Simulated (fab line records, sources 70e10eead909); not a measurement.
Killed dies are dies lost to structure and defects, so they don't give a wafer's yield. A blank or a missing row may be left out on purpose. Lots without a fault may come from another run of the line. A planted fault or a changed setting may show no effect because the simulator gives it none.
fab line records | flow nand_harc
record lots=7 wafers=21 last_day=32
route steps=1302 shown P_BONDPAD@364
lots that met no fault: from a run of the same line without faults
start_h: hours from the record's first day to the start of the lot's first wafer shown | wait_h: hours since the lot's step before | " the same as in the row above | L1.1+2: a row that stands for several wafers | - no value, or no start given | * or withheld: withheld | < > ~ a bound
route shown NAME@n: a module of which the file shows steps, and the number in the route of the first | usual: mean/standard deviation of fault-free wafers | same: alike in all rows | chamber/n: place in a boat | sites: the reading at each site | _std_site: their standard deviation | _edge_site: outer sites' mean less inner sites' | radius_mm: how far each site lies from the wafer's centre | mask NAME#n: copy n | behind: the tool/chamber that last shaped the wafer | hold: why the lot was held/for how many hours/how that ended | device: the transistor (n, p or np) that didn't switch | end of line: the same wafers' tests at the end of the route | a step without rows: its recipe alone | killed: dies lost to structure and defects at the first sort, not the wafer's yield | map: a wafer's dies, x killed, . not, _ none there
set.NAME: the setting as run; set.NAME@STEP: as run at that earlier step | model.NAME: the simulator's own value behind a step, which no gauge read
lots at some steps of the route; a table a step, a row a wafer
services: from which hour (start_h, from the record's first day; less than 0 if before it) a tool's chamber was out of use, for how many hours, and why
## steps
# step NHARC_P_BONDPAD_CD_MEAS_09
# recipe target_cd_nm=500 landing_energy_ev=500
# usual cd_nm=499.0/2
# columns lot.wafer tool chamber start_h wait_h cd_nm
L623.4 cd_sem-01 0 139.94 - 502.4
L623.5 " 0 " " 500.4
L623.6 " 0 " " 499.4
L627.1 cd_sem-03 0 183.23 - 501.4
L627.4 " 0 " " 497.7
L627.6 " 0 " " 499.8
L628.2 cd_sem-01 0 197.30 - 495.8
L628.4 " 0 " " 499.6
L628.5 " 0 " " 496.7
L629.3 cd_sem-01 0 202.90 - 501.1
L629.4 " 0 " " 499.7
L629.6 " 0 " " 501.1
L630.3 cd_sem-01 0 215.05 - 498.7
L630.4 " 0 " " 497.3
L630.5 " 0 " " 497.3
L637.2 cd_sem-01 0 281.60 - 501.7
L637.4 " 0 " " 501.4
L637.6 " 0 " " 499.5
L643.1 cd_sem-02 0 342.82 - 501.6
L643.4 " 0 " " 500.4
L643.5 " 0 " " 501.4
# step NHARC_P_BONDPAD_OVL_MEAS_38
# usual overlay_x_nm=2/4.4 overlay_y_nm=0/5.6
# columns lot.wafer tool chamber start_h wait_h overlay_x_nm overlay_y_nm
L623.4 overlay-02 - 140.02 - 4 8
L623.5 " - " " 4 8
L623.6 " - " " 3 8
L627.1 overlay-01 - 183.31 - 5 -2
L627.4 " - " " 6 -2
L627.6 " - " " 6 -2
L628.2 overlay-02 - 197.38 - 0 -7
L628.4 " - " " 0 -7
L628.5 " - " " -1 -6
L629.3 overlay-02 - 202.98 - -2 -4
L629.4 " - " " -2 -5
L629.6 " - " " -2 -5
L630.3 overlay-02 - 215.13 - -1 1
L630.4 " - " " -1 1
L630.5 " - " " -1 2
L637.2 overlay-01 - 281.69 - 5 -2
L637.4 " - " " 5 -3
L637.6 " - " " 5 -3
L643.1 overlay-01 - 342.91 - -5 -2
L643.4 " - " " -5 -2
L643.5 " - " " -5 -2
# step NHARC_P_BONDPAD_HARDBAKE_10
# recipe temp_c=118 time_s=65
# step NHARC_P_BONDPAD_DESCUM_11
# recipe time_s=3 o2_flow_sccm=200 ar_flow_sccm=0 bias_power_w=0 chemistry=O2
# usual drypump_motor_current_A=5.7/0.51 o2_flow_sccm=200.0/0.61 oes_product_au=1.000/0.01 rf_vpp_V=57.8/0.94 showerhead_plenum_p_Torr=1.92/0.091 throttle_valve_pct=11.311/0.0094
# columns lot.wafer tool chamber start_h wait_h drypump_motor_current_A o2_flow_sccm oes_product_au rf_hours_counter_h rf_vpp_V showerhead_plenum_p_Torr throttle_valve_pct
L623.4 rie_diel-11 0 140.14 - 5.1 200.3 1.004 3.0 57.8 1.86 11.307
L623.5 " 0 " " 5.1 200.4 1.009 - 58.4 1.86 11.299
L623.6 " 1 " " 5.6 200.2 1.006 - 57.8 1.88 11.303
L627.1 rie_diel-02 1 183.45 - 6.2 200.1 0.999 3.0 59.5 2.04 11.308
L627.4 " 1 " " 6.2 199.6 0.996 - 60.1 2.04 11.321
L627.6 " 3 " " 5.6 200.2 0.990 - 59.3 1.96 11.319
L628.4 rie_diel-02 0 197.52 - 5.8 200.6 0.999 2.9 57.5 1.79 11.312
L628.2 " 1 " " 6.2 198.8 1.010 3.2 58.2 2.04 11.301
L628.5 " 3 " " 5.6 200.0 0.985 - 58.7 1.96 11.307
L629.3 rie_diel-04 3 203.12 - 4.8 199.8 0.990 0.7 58.7 2.06 11.303
L629.4 " 0 " " 6.8 199.3 1.011 0.7 56.6 1.82 11.315
L629.6 " 2 " " 6.2 199.3 1.005 - 57.7 1.83 11.308
L630.4 rie_diel-02 0 215.26 - 5.8 200.0 0.988 3.6 56.6 1.79 11.325
L630.3 " 1 " " 6.2 199.9 1.018 4.1 57.6 2.04 11.307
L630.5 " 3 " " 5.6 199.8 0.986 - 59.0 1.96 11.311
L637.2 rie_diel-02 3 281.81 - 5.6 199.9 0.986 1.8 56.1 1.96 11.294
L637.4 " 1 " " 6.2 200.2 0.998 1.8 58.6 2.04 11.320
L637.6 " 3 " " 5.6 200.3 0.986 - 58.7 1.96 11.305
L643.4 rie_diel-02 0 343.04 - 5.8 199.6 0.997 2.9 57.7 1.79 11.306
L643.1 " 1 " " 6.2 199.3 1.009 3.0 58.2 2.04 11.320
L643.5 " 0 " " 5.8 200.1 0.992 - 58.2 1.79 11.302
# step NHARC_P_BONDPAD_ETCH_37
# recipe target_depth_a=600 overetch_a=180 time_s=65.91 ion_energy_ev=200 n2_flow_sccm=150 h2_flow_sccm=150 ar_flow_sccm=0 rf_w=400 bias_w=150 chemistry=N2/H2
# step NHARC_P_BONDPAD_ETCH_12
# recipe target_depth_a=2000 time_s=100 chf3_flow_sccm=50 o2_flow_sccm=10 ar_flow_sccm=200 rf_w=500 bias_w=200 chemistry=CHF3/O2
# usual drypump_motor_current_A=5.7/0.54 o2_flow_sccm=10.000/0.03 oes_product_au=0.946/0.023 rf_vpp_V=370.9/2.6 showerhead_plenum_p_Torr=2.41/0.11 throttle_valve_pct=20.573/0.0081
# columns lot.wafer tool chamber start_h wait_h drypump_motor_current_A o2_flow_sccm oes_product_au rf_hours_counter_h rf_vpp_V showerhead_plenum_p_Torr throttle_valve_pct
L623.4 rie_diel-11 1 - - 5.7 9.992 0.931 3.1 370.7 2.36 20.561
L623.5 " 3 " " 5.0 9.996 0.927 - 367.1 2.27 20.574
L623.6 " 0 " " 5.1 9.971 0.929 - 369.3 2.34 20.568
L627.1 rie_diel-02 2 - - 5.2 9.950 0.922 3.2 372.0 2.49 20.588
L627.4 " 2 " " 5.2 10.009 0.930 - 373.0 2.49 20.561
L627.6 " 3 " " 5.6 9.993 0.914 - 371.5 2.46 20.569
L628.4 rie_diel-02 3 - - 5.6 9.981 0.907 3.8 371.3 2.46 20.562
L628.2 " 0 " " 5.8 9.961 0.915 2.9 367.4 2.25 20.562
L628.5 " 2 " " 5.2 9.993 0.923 - 372.9 2.49 20.574
L629.4 rie_diel-04 3 - - 4.8 9.962 0.984 0.8 374.7 2.57 20.568
L629.3 " 0 " " 6.8 10.037 0.995 0.8 367.4 2.28 20.578
L629.6 " 3 " " 4.8 9.976 0.978 - 373.0 2.57 20.568
L630.3 rie_diel-02 2 - - 5.2 9.995 0.993 4.4 373.3 2.49 20.558
L630.4 " 1 " " 6.2 9.968 1.000 4.1 373.6 2.55 20.557
L630.5 " 3 " " 5.6 10.010 0.953 - 370.6 2.46 20.577
L637.2 rie_diel-02 2 - - 5.2 9.987 0.934 1.9 373.9 2.48 20.571
L637.4 " 0 " " 5.8 9.992 0.910 1.7 367.1 2.25 20.570
L637.6 " 2 " " 5.2 9.972 0.930 - 372.9 2.48 20.565
L643.1 rie_diel-02 0 - - 5.8 10.031 0.914 2.9 367.1 2.25 20.592
L643.4 " 3 " " 5.6 10.015 0.928 3.1 371.5 2.46 20.584
L643.5 " 1 " " 6.2 10.023 0.935 - 375.7 2.55 20.573
# step NHARC_P_BONDPAD_CD_MEAS_13
# usual cd_nm=498.3/2.2
# columns lot.wafer tool chamber start_h wait_h cd_nm
L623.4 cd_sem-01 - 140.46 - 502.1
L623.5 " - " " 500.0
L623.6 " - " " 499.2
L627.1 cd_sem-02 - 183.83 - 500.0
L627.4 " - " " 496.1
L627.6 " - " " 498.5
L628.2 cd_sem-01 - 197.82 - 492.1
L628.4 " - " " 498.3
L628.5 " - " " 494.4
L629.3 cd_sem-02 - 203.43 - 501.3
L629.4 " - " " 498.3
L629.6 " - " " 499.9
L630.3 cd_sem-02 - 215.58 - 497.5
L630.4 " - " " 498.1
L630.5 " - " " 496.5
L637.2 cd_sem-01 - 282.13 - 500.7
L637.4 " - " " 499.5
L637.6 " - " " 498.5
L643.1 cd_sem-02 - 343.35 - 500.3
L643.4 " - " " 500.1
L643.5 " - " " 500.5
# step NHARC_P_BONDPAD_STRIP_15
# recipe o2_flow_sccm=500 ar_flow_sccm=0 bias_w=0 chemistry=O2
# usual drypump_motor_current_A=5.7/0.6 o2_flow_sccm=499.8/1.5 oes_product_au=1.000/0.011 rf_vpp_V=57.9/0.85 showerhead_plenum_p_Torr=3.53/0.16 throttle_valve_pct=17.036/0.0092
# columns lot.wafer tool chamber start_h wait_h drypump_motor_current_A o2_flow_sccm oes_product_au rf_hours_counter_h rf_vpp_V showerhead_plenum_p_Torr throttle_valve_pct
L623.6 rie_diel-02 0 140.59 0.1 5.8 500.8 0.990 - 57.1 3.32 17.033
L623.4 " 2 " " 5.2 500.6 0.993 - 59.0 3.65 17.048
L623.5 " 3 " " 5.6 500.4 0.987 - 58.1 3.61 17.042
L627.1 rie_diel-11 3 183.92 0.1 5.1 500.3 1.000 4.5 58.4 3.34 17.047
L627.4 " 0 " " 5.1 499.6 1.010 4.3 54.7 3.43 17.036
L627.6 " 2 " " 6.7 498.6 0.987 - 57.2 3.71 17.046
L628.2 rie_diel-11 3 197.90 0.1 5.1 497.9 0.999 5.9 56.6 3.34 17.034
L628.4 " 3 " " 5.1 497.7 1.005 - 57.3 3.34 17.040
L628.5 " 2 " " 6.7 500.9 0.996 - 57.8 3.71 17.051
L629.3 rie_diel-11 1 203.54 0.1 5.7 496.4 1.001 6.7 59.1 3.46 17.025
L629.4 " 3 " " 5.1 500.0 0.992 - 58.7 3.34 17.035
L629.6 " 1 " " 5.7 500.3 1.005 - 57.8 3.46 17.029
L630.3 rie_diel-04 0 215.66 0.1 6.8 500.3 1.002 1.8 57.5 3.36 17.030
L630.4 " 1 " " 5.8 502.1 1.017 1.7 57.1 3.54 17.029
L630.5 " 3 " " 4.8 501.1 1.001 - 58.5 3.77 17.035
L637.4 rie_diel-02 3 282.20 0.1 5.6 498.9 0.987 1.9 58.3 3.61 17.040
L637.2 " 0 " " 5.9 497.0 0.982 1.7 56.0 3.31 17.035
L637.6 " 3 " " 5.6 500.7 0.990 - 56.8 3.61 17.040
L643.1 rie_diel-11 1 343.43 0.1 5.7 500.5 1.003 4.1 56.9 3.46 17.043
L643.4 " 0 " " 5.1 500.8 1.007 4.5 57.0 3.43 17.039
L643.5 " 2 " " 6.7 501.2 0.981 - 58.0 3.71 17.039
# step NHARC_P_BONDPAD_ETCH_24
# recipe target_depth_a=300 over_etch_frac=0.3 time_s=72.99 ion_energy_ev=150 cf4_flow_sccm=50 n2_flow_sccm=100 ar_flow_sccm=150 rf_w=300 bias_w=100 chemistry=CF4/N2
# usual cf4_flow_sccm=49.99/0.16 drypump_motor_current_A=5.7/0.57 oes_product_au=1.001/0.012 rf_vpp_V=314.1/2.2 showerhead_plenum_p_Torr=2.62/0.12 throttle_valve_pct=19.794/0.0094
# columns lot.wafer tool chamber start_h wait_h cf4_flow_sccm drypump_motor_current_A oes_product_au rf_hours_counter_h rf_vpp_V showerhead_plenum_p_Torr throttle_valve_pct
L623.5 rie_diel-02 0 140.74 0.1 49.96 5.8 0.986 - 311.8 2.46 19.781
L623.4 " 2 " " 50.24 5.2 1.004 - 315.7 2.72 19.784
L623.6 " 3 " " 49.91 5.6 0.984 - 316.2 2.69 19.792
L627.1 rie_diel-11 1 - - 50.05 5.7 1.002 4.8 313.6 2.58 19.808
L627.4 " 3 " " 49.89 5.1 1.013 4.5 312.6 2.48 19.801
L627.6 " 1 " " 50.11 5.7 0.997 - 312.7 2.58 19.789
L628.2 rie_diel-11 2 198.08 0.2 50.07 6.7 0.998 6.7 315.9 2.76 19.798
L628.4 " 2 " " 50.13 6.7 0.985 - 318.4 2.76 19.787
L628.5 " 1 " " 50.26 5.7 1.004 - 315.5 2.57 19.798
L629.3 rie_diel-11 1 203.69 0.1 49.88 5.7 1.010 6.8 313.4 2.58 19.799
L629.6 " 3 " " 49.88 5.0 1.003 - 312.8 2.48 19.787
L629.4 " 1 " " 50.02 5.7 1.011 - 313.8 2.57 19.791
L630.3 rie_diel-04 0 - - 49.84 6.8 1.022 1.8 311.2 2.50 19.790
L630.4 " 3 " " 50.06 4.8 0.991 1.8 317.9 2.81 19.803
L630.5 " 1 " " 49.99 5.7 1.018 - 313.3 2.63 19.814
L637.2 rie_diel-02 3 - - 49.80 5.6 0.999 1.9 315.2 2.69 19.801
L637.4 " 2 " " 50.11 5.2 1.010 2.0 315.1 2.72 19.798
L637.6 " 3 " " 49.75 5.6 0.997 - 315.4 2.69 19.785
L643.1 rie_diel-11 2 - - 49.91 6.7 0.994 4.2 315.5 2.76 19.794
L643.4 " 0 " " 49.95 5.1 0.992 4.5 312.5 2.55 19.787
L643.5 " 2 " " 50.03 6.7 0.988 - 316.1 2.76 19.794
# step NHARC_P_BONDPAD_STRIP_16
# recipe time_s=600 temp_c=30 chemistry=post_etch_residue_remover
# step NHARC_P_BONDPAD_DEGAS_25
# recipe temp_c=300 time_s=60
# step NHARC_P_BONDPAD_PRE_CLEAN_26
# recipe time_s=30 temp_c=280 gas=H2/He
# step NHARC_P_BONDPAD_PVD_17
# recipe target_thk_a=50 bias_v=168.6 power_w=15000 chamber_pressure_pa=0.12 time_s=8.06 substrate_temp_c=50 material=TaN
# usual bias_v=168.7/1.7 cathode_dc_power_W=15000/2.8 chamber_pressure_pa=0.11999/0.00025 throttle_valve_pct=29.6/1.1
# columns lot.wafer tool chamber start_h wait_h bias_v cathode_dc_power_W chamber_pressure_pa throttle_valve_pct
L623.4 pvd_sputter-03 - 141.24 - 170.8 15005 0.11993 31.9
L623.6 " - " " 170.9 15001 0.12038 32.6
L623.5 " - " " 169.2 14998 0.12008 28.7
L627.4 pvd_sputter-01 - 184.58 - - - - -
L627.1 " - " " - - - -
L627.6 " - " " - - - -
L628.2 pvd_sputter-01 - 198.60 - - - - -
L628.4 " - " " - - - -
L628.5 " - " " - - - -
L629.4 pvd_sputter-02 - 204.22 - - - - -
L629.3 " - " " - - - -
L629.6 " - " " - - - -
L630.3 pvd_sputter-01 - 216.32 - 168.7 15002 0.12006 29.2
L630.4 " - " " 169.9 14999 0.12001 29.7
L630.5 " - " " 168.7 14996 0.11946 28.8
L637.2 pvd_sputter-03 - 282.90 - 169.7 15001 0.11962 28.4
L637.4 " - " " 169.5 15002 0.12027 33.0
L637.6 " - " " 167.5 15004 0.12022 29.2
L643.4 pvd_sputter-02 - 344.13 - 168.0 15002 0.11992 30.5
L643.1 " - " " 169.6 14995 0.12009 31.3
L643.5 " - " " 171.9 14999 0.11988 30.1
# step NHARC_P_BONDPAD_PVD_27
# recipe target_thk_a=300 chamber_pressure_pa=5 power_w=5000 substrate_temp_c=30 time_s=20.49 material=Cu
# usual cathode_dc_power_W=4999.8/0.88 chamber_pressure_pa=5.000/0.011 throttle_valve_pct=29.6/0.98
# columns lot.wafer tool chamber start_h wait_h cathode_dc_power_W chamber_pressure_pa throttle_valve_pct
L623.4 pvd_sputter-03 - - - 4998.9 5.009 29.5
L623.6 " - " " 5000.8 5.023 28.6
L623.5 " - " " 5000.4 4.991 28.2
L627.4 pvd_sputter-01 - - - 4999.2 4.995 29.5
L627.1 " - " " 4998.5 5.000 29.3
L627.6 " - " " 5000.1 4.995 30.2
L628.2 pvd_sputter-01 - - - 4999.6 4.994 29.5
L628.4 " - " " 4998.6 4.979 29.7
L628.5 " - " " 5001.7 4.989 29.5
L629.3 pvd_sputter-02 - - - 4999.6 5.010 29.4
L629.4 " - " " 5000.1 5.000 30.6
L629.6 " - " " 4999.0 4.987 30.3
L630.3 pvd_sputter-01 - - - 4998.6 5.020 29.7
L630.4 " - " " 5000.2 5.001 29.4
L630.5 " - " " 4999.8 5.000 29.2
L637.2 pvd_sputter-03 - - - 4998.7 5.005 32.9
L637.4 " - " " 5000.2 4.991 28.5
L637.6 " - " " 4999.9 5.020 29.5
L643.4 pvd_sputter-02 - - - 4998.8 4.982 28.9
L643.1 " - " " 5001.1 4.993 30.4
L643.5 " - " " 5000.4 4.992 31.5
## services
# columns tool chamber start_h hours kind
rie_diel-02 0 122.20 - clean
rie_diel-02 1 122.20 - clean
rie_diel-02 2 122.20 - clean
rie_diel-02 3 122.20 - clean
rie_diel-02 1 137.19 13.3 repair
rie_diel-02 0 146.70 - clean
rie_diel-02 2 146.70 - clean
pvd_sputter-03 - 170.00 10.0 pm
rie_diel-02 0 176.27 9.7 repair
rie_diel-04 - 177.90 9.0 pm
rie_diel-04 - 187.54 0.6 repair
rie_diel-11 0 191.19 15.4 repair
rie_diel-02 - 216.70 9.0 pm
pvd_sputter-01 - 226.00 10.0 pm
rie_diel-11 - 228.05 0.3 repair
rie_diel-11 2 233.29 10.4 repair
rie_diel-11 - 255.50 9.0 pm
rie_diel-04 2 278.73 2.1 repair
pvd_sputter-02 - 282.03 10.0 pm
rie_diel-02 0 286.60 3.0 repair
pvd_sputter-01 - 287.57 9.6 repair
rie_diel-04 0 300.01 7.7 repair
pvd_sputter-03 - 324.37 4.7 repair
pvd_sputter-03 - 343.91 16.3 repair
## key
first_sign step=NHARC_P_BONDPAD_PVD_17 reading=tool_record direction=missing
effect none on later readings
met_at NHARC_P_BONDPAD_PVD_17
struck_wafers L627.1,L627.4,L627.6,L628.2,L628.4,L628.5,L629.3,L629.4,L629.6
later_rows_left_out L627.1,L627.4,L627.6,L628.2,L628.4,L628.5,L629.3,L629.4,L629.6
sort_left_out L627.1,L627.4,L627.6,L628.2,L628.4,L628.5,L629.3,L629.4,L629.6
fault kind=skipped_step_whole tool=pvd_sputter-01,pvd_sputter-02 chamber=- onset_h=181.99 steps=NHARC_P_BONDPAD_PVD_17 scope=struck_lots_only
# sort_left_out: the simulated sort isn't trusted on such a fault, so these wafers' sort isn't shown, and their yield isn't known
# later_rows_left_out: the simulator's readings of these wafers behind a module that went badly wrong aren't trusted and aren't shown, but for the sort
